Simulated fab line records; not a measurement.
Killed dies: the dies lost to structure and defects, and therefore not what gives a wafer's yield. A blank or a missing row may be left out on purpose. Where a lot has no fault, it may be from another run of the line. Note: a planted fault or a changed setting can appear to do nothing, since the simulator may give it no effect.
Chamber matching -- flow nandHarc -- 4 sister chambers for NHARC_A_CONTACT_ALD_18 on aldMetal-03
The step deposits TiN, target thk 3 nm, pulse time 1 s, ald cycles 150. 14 wafers are shown with their chamber, then 7 later ones without.

== WAFERS WITH THEIR CHAMBER ==
wafer,chamber,heaterPowerW (W),precursorPulseHeightRel
L074.2,2,1182,0.999
L074.3,1,1272,0.971
L074.4,3,1153,1.013
L081.4,0,1181,1.001
L081.5,0,1189,1.039
L081.6,1,1223,1.001
L084.2,3,1157,0.981
L084.3,2,1044,0.983
L084.4,0,1192,1.001
L087.1,3,1170,1.027
L087.2,0,1173,0.963
L087.3,2,1045,0.997
L088.1,3,1162,0.946
L088.3,1,1197,0.980

SIGNATURES (averages over the wafers above)
reading,chamber 0,chamber 1,chamber 2,chamber 3,scatter within a chamber
heaterPowerW,1183.75,1230.67,1090.33,1160.50,39.9
precursorPulseHeightRel,1.00100,0.98400,0.99300,0.99175,0.0272
Rule: for a wafer and a chamber, the distance is found by dividing, reading by reading, the gap between the wafer's reading and the chamber's mean by the reading's scatter, squaring, summing and taking the root. The wafer belongs to the nearest chamber; if the next one is less than 2 further off, it can't be placed. The scatter is the square root of a quotient: the sum, over the shown wafers, of each reading's squared deviation from its chamber's mean, divided by wafers minus chambers.

== WAFERS MISSING THEIR CHAMBER ==
wafer,heaterPowerW (W),precursorPulseHeightRel
L088.4,1145,1.028
L092.1,1245,1.017
L092.2,1039,0.991
L092.4,1207,0.984
L097.1,1222,0.994
L097.5,1197,0.993
L097.6,1185,0.988

== THE CHAMBER EACH PASSED THROUGH ==
wafer,from the rows above,in truth
L088.4,can't be placed: 3 or 0 or 2 or 1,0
L092.1,can't be placed: 1 or 0 or 3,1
L092.2,can't be placed: 2 or 3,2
L092.4,can't be placed: 1 or 0 or 3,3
L097.1,can't be placed: 1 or 0 or 3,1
L097.5,can't be placed: 0 or 1 or 3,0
L097.6,can't be placed: 0 or 3 or 1 or 2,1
Correctly placed: 0 of 7. From these rows, 7 cannot be placed; in 7 the true chamber is one of the candidates. Number placed wrongly: 0.
